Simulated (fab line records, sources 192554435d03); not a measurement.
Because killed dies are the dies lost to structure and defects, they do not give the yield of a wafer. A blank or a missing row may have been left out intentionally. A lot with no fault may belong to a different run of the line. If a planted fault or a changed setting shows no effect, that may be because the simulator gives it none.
Matching of chambers -- flow n5_finfet -- uv_cure-03 running N5_BEOL_M9_CURE_72: 3 sister chambers
The step cures SiCOH lowk, time 120 s. 20 wafers are shown with their chamber, then 10 later ones without.

WAFERS, EACH WITH ITS CHAMBER
wafer,chamber,wafer_temp_C_max,lamp_power_pct (%)
L078.1,0,371.9,52.32
L078.3,0,372.8,52.21
L078.6,0,371.8,52.23
L079.1,2,372.0,52.34
L079.3,2,372.2,52.29
L079.5,2,372.1,52.33
L082.1,2,372.3,52.42
L082.2,2,371.7,52.30
L082.3,2,372.5,52.34
L082.4,2,372.6,52.38
L082.5,2,371.9,52.33
L082.6,2,372.1,52.32
L083.3,1,371.0,52.26
L083.4,1,370.7,52.28
L083.5,1,370.8,52.37
L090.1,1,371.0,52.24
L090.3,1,371.0,52.32
L090.4,1,371.3,52.19
L090.2,1,371.1,52.31
L090.5,1,371.2,52.37

SIGNATURES (means of the wafers above)
reading,chamber 0,chamber 1,chamber 2,scatter within a chamber
wafer_temp_C_max,372.167,371.012,372.156,0.299
lamp_power_pct,52.2533,52.2925,52.3389,0.0526
Rule: distance of a wafer from a chamber = root of the sum over the readings of ((wafer's reading minus chamber's mean) / reading's scatter) squared. If the next closest chamber is less than 2 further off than the closest, the wafer can't be placed; otherwise it belongs to the closest. The scatter is the square root of a quotient: the sum, over the shown wafers, of each reading's squared deviation from its chamber's mean, divided by wafers minus chambers.

WAFERS WITHOUT THEIR CHAMBER
wafer,wafer_temp_C_max,lamp_power_pct (%)
L090.6,371.2,52.27
L089.1,371.1,52.35
L089.5,371.0,52.38
L089.6,371.5,52.30
L096.1,371.7,52.31
L096.3,372.1,52.25
L096.6,371.9,52.29
L096.2,371.7,52.34
L096.4,372.6,52.41
L096.5,371.7,52.32

CHAMBER TAKEN BY EACH
wafer,from the rows above,in truth
L090.6,1,1
L089.1,1,1
L089.5,1,1
L089.6,can't be placed: 1 or 2 or 0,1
L096.1,can't be placed: 2 or 0 or 1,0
L096.3,can't be placed: 0 or 2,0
L096.6,can't be placed: 0 or 2 or 1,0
L096.2,can't be placed: 2 or 0 or 1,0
L096.4,can't be placed: 2 or 0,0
L096.5,can't be placed: 2 or 0 or 1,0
3 of 10 placed correctly. Unplaceable from these rows: 7, with the true chamber sitting among the candidates in 7. Wrongly placed: 0.
